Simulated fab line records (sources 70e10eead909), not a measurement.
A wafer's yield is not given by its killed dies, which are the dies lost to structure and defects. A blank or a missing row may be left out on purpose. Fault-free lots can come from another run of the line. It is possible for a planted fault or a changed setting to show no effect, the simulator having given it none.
Comparing a struck lot with a sound one    flow nandHarc    16 steps out of a route of 1159
Sound: these wafers, L413.3, L413.5, L413.6. Struck: wafers L420.3, L420.4, L420.6. Last of all comes the cause.
At each step with rows: each side's tool, then ch and its chambers, then its first start. Under that, the readings that differ: sound wafers    struck wafers    difference of the means    sigmas: that difference in standard deviations of wafers without a fault.
alike: readings with means less than 2 such deviations apart, plus words and numbers identical on both sides. not compared: withheld readings, readings lacking a value on some wafer, bounds such as >300 that could conceal the same value, and numbers that have no deviation in the record and whose values overlap.
The two part at a step that has a row with sigmas, a row that says differs or no value, or rows on one side only. Numbers that don't overlap but have no deviation are shown without sigmas and don't part them. Lack of a reading on every wafer of one side parts them only where that side has two or more wafers.

NHARC_A_BLC_ETCH_16: etches the open film in CF4, target depth 39 nm, time 65 s.
  sound on rieDiel-12 ch 0,1, day 20 01:13; struck on rieDiel-01 ch 1,3, day 20 23:04
  alike: drypumpMotorCurrentA, oesProductAu, rfVppV, showerheadPlenumPTorr, throttleValvePct
  not compared: rfHoursCounterH
NHARC_A_BLC_ETCH_17: etches the open film in N2/H2, target depth 390 nm, time 609.38 s.
  sound on rieDiel-12 ch 1,2,3; struck on rieDiel-01 ch 1,3
  alike: drypumpMotorCurrentA, oesProductAu, rfVppV, showerheadPlenumPTorr, throttleValvePct
  not compared: rfHoursCounterH
then, 1 step without rows for these wafers: NHARC_A_BLC_ETCH_18 (etches the open film in C4F8/O2/Ar, target depth 910 nm).
NHARC_A_BLC_CD_MEAS_19:
  sound on cdSem-02 at day 20 02:06; struck on cdSem-02 at day 20 23:58
  alike: cdNm
then, 3 steps without rows for these wafers: NHARC_A_BLC_STRIP_29 (strips in CF4); NHARC_A_BLC_STRIP_21 (strips in O2); NHARC_A_BLC_STRIP_22 (strips in post etch residue remover, time 600 s).
NHARC_A_BLC_DEGAS_30: time 60 s.
  sound on pvdSputter-02 at day 20 02:46; struck on pvdSputter-03 at day 21 00:34
  alike: heaterPowerW
then, 1 step without rows for these wafers: NHARC_A_BLC_PRE_CLEAN_31 (time 15 s).
NHARC_A_BLC_PVD_32: deposits Ti, target thk 5 nm, time 17.7 s.
  sound on pvdSputter-02; struck on pvdSputter-03
  alike: cathodeDcPowerW, throttleValvePct
then, 1 step without rows for these wafers: NHARC_A_BLC_ALD_23 (deposits TiN, target thk 3 nm, pulse time 1 s, ald cycles 150).
NHARC_A_BLC_CVD_24: deposits W, target thk 150 nm, time 434 s.
  sound on cvdW-02 ch 0,1; struck on cvdW-02 ch 0,1
  alike: chamberPressureTorr, heaterPowerW, throttleValvePct
  not compared: sinceWetCleanH
NHARC_A_BLC_CMP_25: polishes, t overpolish 30 s, target thk 150 nm.
  sound on cmp-02 ch 0,2,3, day 20 08:04; struck on cmp-03 ch 0,1, day 21 13:29
  no value came back on the struck wafers for edgeZonePressureFrac, motorCurrentA (A), overpolishRunS (s), timeToEndpointS (s); on the sound wafers edgeZonePressureFrac reads 1.001 0.999 1.010
following that, these wafers have no rows for 1 step: NHARC_A_BLC_SRD_27.
NHARC_A_BLC_INSPECT_28:
  sound on defectInspect-02 at day 20 08:23; struck on defectInspect-01 at day 21 13:53
reading         sound        struck          difference  sigmas
rawDefectCount  415 411 373  6765 6767 6745  +6359       +53
-- record jumps: 3 days between struck wafers' starts before vs after; left off in module A_BLC, resumes in module END, first step shown is number 1159 of the route --
NHARC_END_SORT_01:
  only the struck wafers appear in the record here, on prober-01 ch 0 at day 24 17:22; the sound ones have no rows

## WHERE THEY PART
Earliest at NHARC_A_BLC_CMP_25; latest, in this record, at NHARC_END_SORT_01.

WHY: what the simulator had put in
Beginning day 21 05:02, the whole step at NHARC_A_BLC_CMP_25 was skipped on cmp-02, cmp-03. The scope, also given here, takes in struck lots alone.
